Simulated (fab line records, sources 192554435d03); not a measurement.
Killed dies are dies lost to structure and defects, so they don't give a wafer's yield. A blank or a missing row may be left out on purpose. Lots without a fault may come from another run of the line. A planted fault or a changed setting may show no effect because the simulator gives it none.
fab line records | flow n5_finfet | part 2 of 2: steps 5 to 6 of 6
record lots=22 wafers=66 last_day=18
route steps=1938 shown HKMG_FIN@409 GATE_CUT@466
lots that met no fault: from a run of the same line without faults
start_h: hours from the record's first day to the start of the lot's first wafer shown | wait_h: hours since the lot's step before | " the same as in the row above | L1.1+2: a row that stands for several wafers | - no value, or no start given | * or withheld: withheld | < > ~ a bound
route shown NAME@n: a module of which the file shows steps, and the number in the route of the first | usual: mean/standard deviation of fault-free wafers | same: alike in all rows | chamber/n: place in a boat | sites: the reading at each site | _std_site: their standard deviation | _edge_site: outer sites' mean less inner sites' | radius_mm: how far each site lies from the wafer's centre | mask NAME#n: copy n | behind: the tool/chamber that last shaped the wafer | hold: why the lot was held/for how many hours/how that ended | device: the transistor (n, p or np) that didn't switch | end of line: the same wafers' tests at the end of the route | a step without rows: its recipe alone | killed: dies lost to structure and defects at the first sort, not the wafer's yield | map: a wafer's dies, x killed, . not, _ none there
set.NAME: the setting as run; set.NAME@STEP: as run at that earlier step | model.NAME: the simulator's own value behind a step, which no gauge read
steps of the route over a sample of lots; a table a step, a row a wafer
services: from which hour (start_h, from the record's first day; less than 0 if before it) a tool's chamber was out of use, for how many hours, and why
## steps
# step N5_GATE_CUT_ETCH_28
# recipe chemistry=N2/H2 target=underlayer target_depth_a=130 mask_material=CAR-EUV time_s=10.4 ion_energy_ev=200 pressure_mtorr=30 source_w=840 bias_w=150 n2_flow_sccm=200 h2_flow_sccm=200 ends=cleared
# usual drypump_motor_current_A=5.8/0.41 etch_rf_on_time_s=10.49/0.21 h2_flow_sccm=200.0/0.58 oes_product_au=0.67/0.066 rf_vpp_V=525.2/2.3 showerhead_plenum_p_Torr=2.58/0.085 throttle_valve_pct=17.80/0.21
# columns lot.wafer tool chamber start_h wait_h drypump_motor_current_A etch_rf_on_time_s h2_flow_sccm oes_product_au rf_hours_counter_h rf_vpp_V showerhead_plenum_p_Torr throttle_valve_pct
L074.1 rie_diel-02 1 88.51 0.0 5.4 10.17 199.6 0.77 32 524.6 2.59 17.42
L074.3 " 3 " " 6.6 10.11 199.4 0.88 1 528.6 2.73 17.67
L074.6 " 1 " " 5.4 10.15 199.4 0.77 - 525.1 2.59 17.45
L075.1 rie_diel-03 0 95.37 0.0 5.9 10.74 200.7 0.66 137 524.7 2.55 17.84
L075.4 " 3 " " 5.6 10.50 200.3 0.81 9 530.0 2.71 17.52
L075.5 " 3 " " 5.7 10.57 200.1 0.80 - 530.6 2.71 17.54
L076.2 rie_diel-03 1 110.87 0.0 6.0 10.59 198.9 0.65 147 520.1 2.43 17.90
L076.3 " 2 " " 5.0 10.67 199.8 0.69 82 523.7 2.56 17.82
L076.6 " 3 " " 5.6 10.45 199.9 0.79 - 526.2 2.71 17.51
L077.1 rie_diel-03 3 111.39 0.0 5.6 10.47 199.6 0.80 13 528.1 2.71 17.55
L077.2 " 0 " " 5.9 10.77 200.8 0.66 141 524.2 2.55 17.89
L077.4 " 1 " " 6.0 10.58 200.2 0.66 147 523.0 2.43 17.90
L078.1 rie_diel-03 1 116.40 0.0 6.0 10.58 200.5 0.65 149 521.1 2.43 17.89
L078.2 " 2 " " 5.0 10.74 200.5 0.70 84 524.3 2.56 17.80
L078.6 " 1 " " 6.0 10.50 201.3 0.65 - 520.3 2.43 17.90
L079.1 rie_diel-04 0 121.87 0.0 5.6 10.59 199.4 0.62 164 523.4 2.52 18.03
L079.3 " 3 " " 5.7 10.21 199.3 0.62 233 525.9 2.63 17.75
L079.5 " 1 " " 6.3 10.72 200.0 0.64 - 525.7 2.65 17.55
L080.2 rie_diel-03 1 123.27 0.0 6.0 10.47 199.9 0.64 150 521.0 2.43 17.90
L080.3 " 2 " " 5.0 10.68 200.3 0.70 85 524.1 2.55 17.83
L080.4 " 0 " " 5.9 10.63 199.0 0.65 144 524.3 2.55 17.89
L081.1 rie_diel-04 0 128.13 0.0 5.6 10.58 199.5 0.63 167 523.5 2.51 18.04
L081.3 " 3 " " 5.8 10.23 198.8 0.61 235 526.4 2.63 17.78
L081.6 " 1 " " 6.3 10.71 200.9 0.63 - 527.4 2.65 17.53
L082.2 rie_diel-04 2 135.15 0.0 5.7 10.27 200.5 0.64 137 527.3 2.64 18.05
L082.3 " 3 " " 5.8 10.11 200.1 0.61 236 525.6 2.63 17.77
L082.6 " 3 " " 5.7 10.15 199.8 0.61 - 526.0 2.63 17.76
L084.1 rie_diel-04 1 145.26 0.0 6.3 10.61 199.3 0.62 177 526.3 2.64 17.54
L084.2 " 0 " " 5.6 10.61 201.0 0.62 170 525.2 2.51 18.03
L084.5 " 2 " " 5.7 10.36 200.1 0.63 - 527.0 2.64 18.04
L085.2 rie_diel-03 0 153.45 0.0 5.9 10.65 200.3 0.65 153 525.4 2.55 17.90
L085.5 " 0 " " 5.9 10.81 200.0 0.65 - 523.9 2.55 17.89
L085.6 " 1 " " 6.0 10.67 200.4 0.65 - 522.0 2.42 17.91
L086.1 rie_diel-03 0 157.43 0.0 5.9 10.72 201.2 0.65 154 524.3 2.55 17.89
L086.2 " 3 " " 5.6 10.36 199.5 0.78 26 528.4 2.70 17.56
L086.5 " 2 " " 5.0 10.60 199.2 0.69 - 523.8 2.55 17.82
L087.2 rie_diel-02 3 162.49 0.0 6.6 10.16 199.5 0.80 25 528.3 2.72 17.71
L087.4 " 1 " " 5.4 10.13 200.0 0.74 57 524.3 2.58 17.47
L087.6 " 0 " " 5.1 10.40 199.3 0.60 - 524.3 2.52 18.21
L088.1 rie_diel-04 1 167.21 0.0 6.3 10.68 200.2 0.62 185 526.3 2.64 17.56
L088.5 " 2 " " 5.7 10.33 199.7 0.64 - 527.4 2.63 18.07
L088.6 " 1 " " 6.3 10.68 200.7 0.62 - 525.9 2.64 17.56
L090.1 rie_diel-03 2 187.57 0.0 5.1 10.72 200.1 0.68 105 524.8 2.55 17.84
L090.2 " 1 " " 6.0 10.49 201.0 0.64 172 521.5 2.42 17.93
L090.6 " 3 " " 5.6 10.39 200.6 0.75 - 528.2 2.70 17.57
L091.4 rie_diel-03 3 189.89 0.0 5.7 10.46 200.9 0.75 38 529.2 2.70 17.59
L091.5 " 0 " " 6.0 10.63 199.6 0.64 - 524.0 2.54 17.95
L091.6 " 3 " " 5.6 10.41 200.4 0.75 - 528.7 2.70 17.60
L092.1 rie_diel-04 1 196.92 0.0 6.3 10.62 200.1 0.62 196 526.7 2.64 17.60
L092.2 " 2 " " 5.7 10.27 200.4 0.63 159 526.7 2.63 18.09
L092.4 " 1 " " 6.3 10.64 200.2 0.62 - 526.9 2.64 17.58
L093.1 rie_diel-03 2 201.74 0.0 5.0 10.84 200.2 0.67 110 523.3 2.54 17.84
L093.3 " 3 " " 5.6 10.46 200.4 0.75 42 528.7 2.70 17.58
L093.4 " 1 " " 6.0 10.60 201.2 0.63 177 519.1 2.42 17.95
L095.2 rie_diel-03 0 210.49 0.0 5.9 10.69 200.2 0.63 171 523.8 2.54 17.92
L095.4 " 2 " " 5.0 10.61 200.6 0.67 112 525.5 2.54 17.85
L095.5 " 0 " " 5.9 10.65 199.1 0.63 - 522.6 2.54 17.93
L094.1 rie_diel-04 2 212.63 0.0 5.7 10.23 199.6 0.62 165 526.1 2.63 18.07
L094.3 " 1 " " 6.3 10.47 198.7 0.61 201 527.9 2.63 17.58
L094.6 " 1 " " 6.3 10.50 200.0 0.62 - 526.7 2.63 17.59
L096.1 rie_diel-03 1 218.15 0.0 6.0 10.72 199.1 0.62 181 520.8 2.41 17.95
L096.4 " 0 " " 5.9 10.69 199.9 0.63 173 521.6 2.54 17.94
L096.5 " 0 " " 5.9 10.83 201.1 0.63 - 523.8 2.54 17.95
L097.1 rie_diel-02 2 222.99 0.0 6.7 10.49 200.5 0.74 36 526.7 2.60 17.56
L097.4 " 1 " " 5.4 10.26 199.9 0.72 76 525.2 2.57 17.52
L097.6 " 1 " " 5.4 10.09 199.3 0.71 - 524.4 2.57 17.53
# step N5_GATE_CUT_ETCH_36
# recipe chemistry=CF4 target=SiARC target_depth_a=130 mask_material=CAR-EUV time_s=21.7 ion_energy_ev=80 pressure_mtorr=40 source_w=545 bias_w=36 Ar_flow_sccm=100 cf4_flow_sccm=100 ends=cleared
# usual drypump_motor_current_A=5.7/0.42 etch_rf_on_time_s=21.9/0.45 oes_product_au=0.67/0.067 rf_vpp_V=184.5/1 showerhead_plenum_p_Torr=2.18/0.065 throttle_valve_pct=15.59/0.26
# columns lot.wafer tool chamber start_h wait_h drypump_motor_current_A etch_rf_on_time_s oes_product_au rf_hours_counter_h rf_vpp_V showerhead_plenum_p_Torr throttle_valve_pct
L074.1 rie_diel-02 1 88.53 0.0 5.4 21.1 0.76 32 184.9 2.17 15.18
L074.3 " 3 " " 6.6 21.1 0.87 1 185.9 2.27 15.38
L074.6 " 1 " " 5.4 21.0 0.77 - 184.3 2.17 15.16
L075.1 rie_diel-03 0 95.39 0.0 5.9 22.4 0.66 137 184.2 2.15 15.60
L075.4 " 3 " " 5.6 21.8 0.81 9 185.1 2.28 15.24
L075.5 " 3 " " 5.6 21.8 0.80 - 185.5 2.28 15.25
L076.2 rie_diel-03 1 110.89 0.0 5.9 21.8 0.66 147 184.2 2.06 15.73
L076.3 " 2 " " 5.0 22.2 0.70 82 184.0 2.16 15.67
L076.6 " 3 " " 5.6 21.6 0.81 - 184.9 2.28 15.25
L077.1 rie_diel-03 3 111.41 0.0 5.7 21.6 0.80 13 185.6 2.28 15.26
L077.2 " 0 " " 5.9 22.1 0.66 141 185.3 2.15 15.63
L077.4 " 1 " " 6.0 21.7 0.65 147 183.9 2.06 15.73
L078.1 rie_diel-03 1 116.42 0.0 6.0 22.0 0.65 149 182.6 2.06 15.74
L078.2 " 2 " " 5.0 22.4 0.70 84 183.5 2.16 15.68
L078.6 " 1 " " 6.0 21.9 0.65 - 182.6 2.06 15.73
L079.1 rie_diel-04 0 121.89 0.0 5.6 21.7 0.63 164 182.9 2.14 15.90
L079.3 " 3 " " 5.8 21.1 0.61 233 185.0 2.19 15.43
L079.5 " 1 " " 6.3 21.8 0.64 - 184.4 2.22 15.36
L080.2 rie_diel-03 1 123.29 0.0 6.0 21.9 0.65 150 182.6 2.06 15.75
L080.3 " 2 " " 5.0 22.2 0.69 85 184.9 2.16 15.68
L080.4 " 0 " " 5.9 22.2 0.65 144 184.9 2.15 15.63
L081.1 rie_diel-04 0 128.15 0.0 5.6 22.4 0.62 167 183.4 2.14 15.92
L081.3 " 3 " " 5.8 21.5 0.61 235 184.8 2.19 15.46
L081.6 " 1 " " 6.3 22.6 0.63 - 183.0 2.22 15.34
L082.2 rie_diel-04 2 135.17 0.0 5.7 21.2 0.65 137 184.9 2.23 15.90
L082.3 " 3 " " 5.7 21.1 0.60 236 185.7 2.19 15.44
L082.6 " 3 " " 5.7 21.0 0.62 - 183.7 2.19 15.45
L084.1 rie_diel-04 1 145.28 0.0 6.3 22.4 0.63 177 185.9 2.22 15.36
L084.2 " 0 " " 5.6 22.2 0.62 170 182.6 2.13 15.95
L084.5 " 2 " " 5.7 21.8 0.64 - 186.2 2.23 15.92
L085.2 rie_diel-03 0 153.47 0.0 5.9 22.2 0.65 153 184.1 2.14 15.62
L085.5 " 0 " " 5.9 22.3 0.65 - 183.7 2.14 15.64
L085.6 " 1 " " 6.0 22.0 0.64 - 183.2 2.05 15.75
L086.1 rie_diel-03 0 157.45 0.0 5.9 22.4 0.65 154 183.4 2.14 15.64
L086.2 " 3 " " 5.6 21.4 0.78 26 184.7 2.27 15.28
L086.5 " 2 " " 5.0 22.1 0.69 - 184.7 2.16 15.71
L087.2 rie_diel-02 3 162.51 0.0 6.6 21.4 0.80 25 185.0 2.26 15.40
L087.4 " 1 " " 5.4 21.2 0.73 57 185.9 2.17 15.23
L087.6 " 0 " " 5.1 21.6 0.60 - 183.2 2.12 15.92
L088.1 rie_diel-04 1 167.23 0.0 6.3 22.2 0.63 185 184.6 2.22 15.38
L088.5 " 2 " " 5.7 21.7 0.63 - 184.4 2.23 15.92
L088.6 " 1 " " 6.3 22.1 0.62 - 184.0 2.21 15.38
L090.1 rie_diel-03 2 187.59 0.0 5.0 22.3 0.67 105 184.4 2.15 15.72
L090.2 " 1 " " 6.0 22.0 0.63 172 182.5 2.05 15.79
L090.6 " 3 " " 5.6 21.4 0.76 - 187.4 2.27 15.29
L091.4 rie_diel-03 3 189.91 0.0 5.6 21.3 0.77 38 186.1 2.27 15.31
L091.5 " 0 " " 5.9 22.3 0.64 - 183.6 2.14 15.68
L091.6 " 3 " " 5.6 21.6 0.77 - 185.6 2.27 15.31
L092.1 rie_diel-04 1 196.94 0.0 6.3 22.1 0.62 196 184.6 2.21 15.40
L092.2 " 2 " " 5.7 21.7 0.62 159 186.0 2.22 15.95
L092.4 " 1 " " 6.3 22.3 0.62 - 184.4 2.21 15.39
L093.1 rie_diel-03 2 201.76 0.0 5.0 22.6 0.67 110 185.6 2.15 15.73
L093.3 " 3 " " 5.6 21.7 0.76 42 185.5 2.27 15.32
L093.4 " 1 " " 6.0 22.1 0.63 177 181.3 2.05 15.80
L095.2 rie_diel-03 0 210.51 0.0 5.9 22.4 0.63 171 183.4 2.14 15.67
L095.4 " 2 " " 5.0 22.1 0.69 112 185.3 2.15 15.74
L095.5 " 0 " " 5.9 22.3 0.64 - 184.6 2.14 15.67
L094.1 rie_diel-04 2 212.65 0.0 5.8 21.8 0.62 165 184.9 2.22 15.97
L094.3 " 1 " " 6.3 22.4 0.61 201 184.5 2.21 15.42
L094.6 " 1 " " 6.3 22.1 0.62 - 182.8 2.21 15.41
L096.1 rie_diel-03 1 218.17 0.0 6.0 22.1 0.63 181 183.5 2.04 15.81
L096.4 " 0 " " 5.9 22.4 0.62 173 184.7 2.14 15.68
L096.5 " 0 " " 5.9 22.6 0.63 - 184.7 2.14 15.70
L097.1 rie_diel-02 2 223.01 0.0 6.6 21.7 0.75 36 185.7 2.19 15.09
L097.4 " 1 " " 5.4 21.3 0.71 76 184.8 2.16 15.25
L097.6 " 1 " " 5.4 21.4 0.71 - 184.4 2.16 15.27
## services
# columns tool chamber start_h hours kind
rie_diel-02 3 58.62 - clean
rie_diel-02 3 58.62 - consumable_replace:focus_ring
rie_diel-02 3 58.62 - consumable_replace:showerhead
rie_diel-02 2 87.28 - clean
rie_diel-02 2 87.28 - consumable_replace:focus_ring
rie_diel-02 2 87.28 19.8 scheduled_down
rie_diel-02 2 87.28 19.8 vent_cycle
rie_metal-02 1 120.88 - clean
rie_metal-02 1 120.88 14.8 scheduled_down
rie_metal-02 1 120.88 14.8 vent_cycle
rie_metal-03 - 129.64 1.5 repair
rie_metal-02 - 138.51 4.3 pm
rie_metal-03 1 140.81 - clean
rie_diel-03 - 163.99 0.5 repair
rie_diel-03 2 175.88 5.3 repair
rie_diel-04 3 179.20 - clean
rie_diel-04 3 179.20 - consumable_replace:focus_ring
rie_diel-04 3 179.20 17.8 scheduled_down
rie_diel-04 3 179.20 17.8 vent_cycle
thermal_cvd_si-01 - 187.99 6.0 pm
rie_diel-02 3 190.09 4.6 repair
